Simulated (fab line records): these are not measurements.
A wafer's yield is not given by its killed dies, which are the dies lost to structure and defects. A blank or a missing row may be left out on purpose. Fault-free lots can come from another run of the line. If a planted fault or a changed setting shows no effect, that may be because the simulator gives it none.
A lot that was struck, set against a sound lot / flow n5 finfet / 18 steps out of a route of 1938
Sound: the wafers L430.1, L430.2, L430.4. Wafers L421.2, L421.3, L421.6 were the ones struck. The cause comes at the end.
Each step with rows lists, per side, the tool, then ch with its chambers, then its first start. Under that, the readings that differ: sound wafers / struck wafers / difference of the means / sigmas: that difference in standard deviations of wafers without a fault.
alike: readings whose means differ by less than 2 such deviations, and words and numbers that are the same on both sides. not compared: withheld readings, readings that some wafer has no value for, bounds like >300 that may hide the same value, and numbers for which the record gives no deviation and whose values overlap.
A row with sigmas, a row that says differs or no value, or rows on one side alone: a step with any of these is where the two part. Numbers that have no deviation but don't overlap get no sigmas and don't part them. Lack of a reading on every wafer of one side parts them only where that side has two or more wafers.

first, 11 steps without rows for these wafers: N5_FIN_SAQP_STRIP_74 (strips in CHF3/O2); N5_FIN_SAQP_MANDREL_ETCH_22 (etches a-Si in HBr/Cl2, stops on SiNx, target depth 60 nm, bt time 10 s, time 30 s); N5_FIN_SAQP_STRIP_55 (strips in N2/H2); N5_FIN_SAQP_STRIP_23 (strips in SPM, time 750 s); N5_FIN_SAQP_SRD_66 (time 30 s); N5_FIN_SAQP_RECESS_75 (chemistry HF/NH3, target SiO2, target depth 14.4 nm, afs cycles 3, sublimation time 60 s); N5_FIN_SAQP_SPACER1_ALD_24 (deposits SiO2, target thk 20.3 nm, pulse time 1 s, purge time 2 s); N5_FIN_SAQP_SPACER1_ETCHBACK_25 (etches SiO2 in CHF3/O2, target depth 24.4 nm, time 12.2 s); N5_FIN_SAQP_MANDREL1_REMOVE_56 (chemistry HBr/Cl2/O2, target a-Si, stops on SiNx, bt time 10 s); N5_FIN_SAQP_ETCH_57 (etches SiNx in CH3F/O2, target depth 32.5 nm, time 46.4 s); N5_FIN_SAQP_ETCH_65 (etches SiO2 in CF4, target depth 4 nm, time 4.4 s).
N5_FIN_SAQP_MANDREL_ETCH_58: etches a-Si in HBr/Cl2, stops on SiNx, target depth 45 nm, bt time 10 s, time 27 s.
  sound on rie si-03 ch 0,1,2, day 5 18:28; struck on rie si-03 ch 0,2, day 3 13:20
  no value came back on the struck wafers for any of 8 readings (HBr_flow_sccm (sccm), bias w (W) and others); on the sound wafers HBr_flow_sccm (sccm) reads 151.0 149.8 150.1
then, 2 steps without rows for these wafers: N5_FIN_SAQP_RECESS_63 (chemistry HF/NH3, target SiO2, target depth 18 nm, afs cycles 3, sublimation time 60 s); N5_FIN_SAQP_COAT_68 (time 60 s, resist thk 100 nm).
N5_FIN_SAQP_ETCH_69: etches SOC in N2/H2, stops on SiNx, target depth 150 nm.
  sound on rie diel-04 ch 1,2,3, day 5 19:02; struck on rie diel-03 ch 0,1,3, day 3 13:56
reading=oes product au (a.u.); sound=0.84 0.94 0.73; struck=0.30 0.28 0.28; difference=-0.55; sigmas=-7
  alike: bias w, chamber pressure mTorr, drypump motor current A, rf vpp V, showerhead plenum p Torr, throttle valve pct
  not compared: rf hours counter h
N5_FIN_SAQP_ETCH_67: etches SiNx in CH3F/O2, target depth 30 nm.
  sound on rie diel-04 ch 1,2,3, day 5 19:06; struck on rie diel-03 ch 0,1,3, day 3 14:00
reading=oes product au (a.u.); sound=0.85 0.96 0.73; struck=0.30 0.28 0.29; difference=-0.56; sigmas=-7
  alike: CH3F_flow_sccm, O2_flow_sccm, drypump motor current A, rf vpp V, showerhead plenum p Torr, throttle valve pct
  not compared: rf hours counter h
N5_BEOL_M4_RC_MEAS_101:
  the record has rows for the sound wafers here (prober-01 ch 0, day 11 19:10) and none for the struck ones
-- record jumps: 11 days separate the struck wafers' starts on either side; left off in module BEOL_M4, taken up again in module PASSIVATION, whose first shown step is the route's number 1936 --
N5_PASSIVATION_PROBE_49:
  sound: prober-02 at day 15 18:22; struck: prober-01 at day 14 09:10
reading=defect limited yield (%); sound=91.4 89.7 91.4; struck=0 0 0; difference=-91; sigmas=-57
reading=killed at contacts; sound=13 29 24; struck=2 9 7; difference=-16; sigmas=-3
reading=killed at front end; sound=42 31 38; struck=1133 1124 1115; difference=+1087; sigmas=+84
reading=killed dies; sound=102 122 101; struck=1180 1180 1180; difference=+1072; sigmas=+60
reading=killed on rim; sound=13 17 11; struck=152 152 152; difference=+138; sigmas=+30
reading=sort_bin_5_function (%); sound=5.3 6.6 5.9; struck=97.8 96.8 97.1; difference=+91.3; sigmas=+83
reading=sort n pass; sound=1078 1058 1079; struck=0 0 0; difference=-1072; sigmas=-60
reading=sort yield pct (%); sound=91.4 89.7 91.4; struck=0 0 0; difference=-91; sigmas=-57
  alike: killed_at_M0_to_M3, killed_at_M4_up, killed at other, killed open, killed short, sort_bin_6_memory

== WHERE THEY PART ==
Earliest at N5_FIN_SAQP_MANDREL_ETCH_58; latest, in this record, at N5_PASSIVATION_PROBE_49.

WHY: what had been put in by the simulator
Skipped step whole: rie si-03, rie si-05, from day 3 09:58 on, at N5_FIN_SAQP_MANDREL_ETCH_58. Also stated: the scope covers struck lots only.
